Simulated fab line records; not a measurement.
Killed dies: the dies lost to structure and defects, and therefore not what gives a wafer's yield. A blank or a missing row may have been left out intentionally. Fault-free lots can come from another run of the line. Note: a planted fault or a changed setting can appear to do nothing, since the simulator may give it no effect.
Which tool is to blame? | flow n5_finfet | 12 lots, 36 wafers sampled, at 3 steps of a route of 1938

## WHAT THE GAUGES READ, wafer by wafer
N5_FIN_SAQP_INSPECT_18: inspects for defects (brightfield).
lot  | measured    | on                | raw_defect_count
L075 | day 2 04:27 | defect_inspect-02 | 397 315 548
L077 | day 2 15:42 | defect_inspect-02 | 259 429 372
L079 | day 3 04:17 | defect_inspect-01 | 247 493 502
L081 | day 3 16:50 | defect_inspect-02 | 391 543 339
L083 | day 4 05:19 | defect_inspect-02 | 401 462 541
L085 | day 4 15:40 | defect_inspect-01 | 423 252 341
L087 | day 5 05:56 | defect_inspect-02 | 508 731 418
L089 | day 5 15:40 | defect_inspect-01 | 331 592 361
L091 | day 6 04:56 | defect_inspect-02 | 422 524 470
L093 | day 6 15:43 | defect_inspect-01 | 434 422 401
L095 | day 7 04:11 | defect_inspect-02 | 370 345 362
L097 | day 7 17:05 | defect_inspect-02 | 298 312 293

## WHICH TOOL RAN EACH LOT (tool, then ch and the chambers of the sampled wafers, then the start)
lot  | N5_ZERO_LAYER_DESCUM_16           | N5_FIN_SAQP_PECVD_47
L075 | rie_diel-02 ch 1,2, day 1 19:12   | pecvd-02 ch 0,1,2, day 2 03:50
L077 | rie_diel-01 ch 1,2, day 2 07:03   | pecvd-03 ch 0,1,2, day 2 15:07
L079 | rie_diel-01 ch 1,3, day 2 18:42   | pecvd-01 ch 0,2, day 3 03:19
L081 | rie_diel-02 ch 0,1,2, day 3 07:09 | pecvd-01 ch 0,2, day 3 16:15
L083 | rie_diel-02 ch 1,2, day 3 18:47   | pecvd-03 ch 0,1,2, day 4 04:44
L085 | rie_diel-03 ch 0,1,2, day 4 06:50 | pecvd-01 ch 1,2, day 4 14:52
L087 | rie_diel-01 ch 0,1,3, day 4 18:45 | pecvd-02 ch 1,2, day 5 05:21
L089 | rie_diel-03 ch 0,1,2, day 5 06:41 | pecvd-03 ch 0,1, day 5 14:57
L091 | rie_diel-02 ch 0,1,3, day 5 18:50 | pecvd-01 ch 0,1,2, day 6 03:03
L093 | rie_diel-02 ch 0,3, day 6 06:45   | pecvd-01 ch 0,1, day 6 14:54
L095 | rie_diel-02 ch 0,1,3, day 6 18:52 | pecvd-01 ch 0,1,2, day 7 03:28
L097 | rie_diel-02 ch 0,1, day 7 06:49   | pecvd-01 ch 1,2, day 7 16:22
- N5_ZERO_LAYER_DESCUM_16: chemistry O2, time 7.9 s.
- N5_FIN_SAQP_PECVD_47: deposits a-Si from SiH4/He, target thk 45 nm, time 36.3 s.

## THE ANSWER, worked out from the rows above alone
Rule: what is usual is taken from the lots themselves. Put in order of their means at a reading, lots are off if they are a third of the lots or fewer, leave a main group of 4 or more, and stand apart from it by a gap of 3 or more times the standard deviation of the main group's means; of several such gaps the widest counts. The tables above print the reading to a certain number of digits; a main group whose means all agree to those digits is not used. Also off: a lot with no number at a reading for which 4 or more lots have one. Where the step has rows for the other lots, those lots are counted as sound.
Across all readings shown, no lot is off: no conclusion can be drawn from this.

## WHAT THE SIMULATOR PUT IN
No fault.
